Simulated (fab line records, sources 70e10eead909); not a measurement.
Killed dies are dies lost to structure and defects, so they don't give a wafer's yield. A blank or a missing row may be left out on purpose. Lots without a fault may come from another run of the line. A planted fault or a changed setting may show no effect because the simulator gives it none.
Problem report in the 8D (eight disciplines) form, filled by code | flow nand_harc | the parts of the form that need people (team, actions taken, sign-off) are left out

1. THE PROBLEM
thk_nm at NHARC_A_ONON_D1_THK_MEAS_18 reads a mean of 1044 nm on 9 wafers of 3 lots; wafers without a fault read 998 nm with a standard deviation of 6.8. That is +6.7 standard deviations from the usual mean.
The step: measures by ellipsometry.
First seen on wafer L826.1, day 10 23:59, on film_metro-01. The record holds 45 wafers of 15 lots with a number at this step. Rule for "out", or "out of limits": more than 4 standard deviations from the usual mean. The other wafers with a number count as sound.

2. WHAT IT IS AND WHAT IT IS NOT
question                    | is                           | is not
which readings at this step | thk_nm                       | -
which lots                  | L826, L827, L830             | L813, L814, L815, L816, L818, L821, L824, L829, L831, L833, L834, L835
which wafers of those lots  | all that have a number       | -
read on which gauges        | film_metro-01, film_metro-02 | -
when                        | from day 10 23:59            | up to then (21 sound wafers); but 15 sound wafers of L829, L831, L833, L834, L835 came after

3. SUSPECTS, AND WHAT RULES EACH OUT
Counting: a tool at a process step up to the reading stays a suspect if it ran every lot that is out and no sound lot after the first of them.
- the gauge at NHARC_A_ONON_D1_THK_MEAS_18: ruled out. The wafers that are out were read on 2 gauges (film_metro-01, film_metro-02).
- pecvd_onon-01 at NHARC_A_ONON_D1_DEP_16 (target thk 1000 nm): kept. It ran every lot that is out, first L826 (day 10 23:28), and no sound lot after that; its last sound lot up to then is L821 (day 9 16:29).
Left after counting: pecvd_onon-01 at NHARC_A_ONON_D1_DEP_16.

4. THE CAUSE (what the simulator had put in)
Process parameter drift: pecvd_onon-01, from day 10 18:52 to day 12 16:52, at NHARC_A_ONON_D1_DEP_16. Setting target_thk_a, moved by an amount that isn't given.
Counting left only this tool.

5. THE CHAIN OF EFFECTS, in route order
Each row: a reading whose mean over the struck wafers that have a number lies more than 3 standard deviations from the usual. Only readings for which the record gives a usual standard deviation are gone through. hours: the time from each lot's start at the first step in this table that gives one to its start at this step, as a median over the lots. sigmas: the change in usual standard deviations.
hours | step                        | reading | usual  | on struck wafers | change | sigmas
0     | NHARC_A_ONON_D1_THK_MEAS_18 | thk_nm  | 998 nm | 1044             | +46    | +6.7

6. WHAT WOULD HAVE CAUGHT IT SOONER
In this record the first reading out of limits at a measuring or inspecting step was taken at day 10 23:59, 5 hours after the fault began at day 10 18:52.
Of the tool readings at NHARC_A_ONON_D1_DEP_16 for which the record gives a usual standard deviation, none was out on any struck wafer, so an alarm limit of 4 standard deviations on them would not have fired.
Of the lots that are out (3), L827, L830 began NHARC_A_ONON_D1_DEP_16 on pecvd_onon-01 after day 10 23:59. A hold on the tool at that time would have spared those 2.
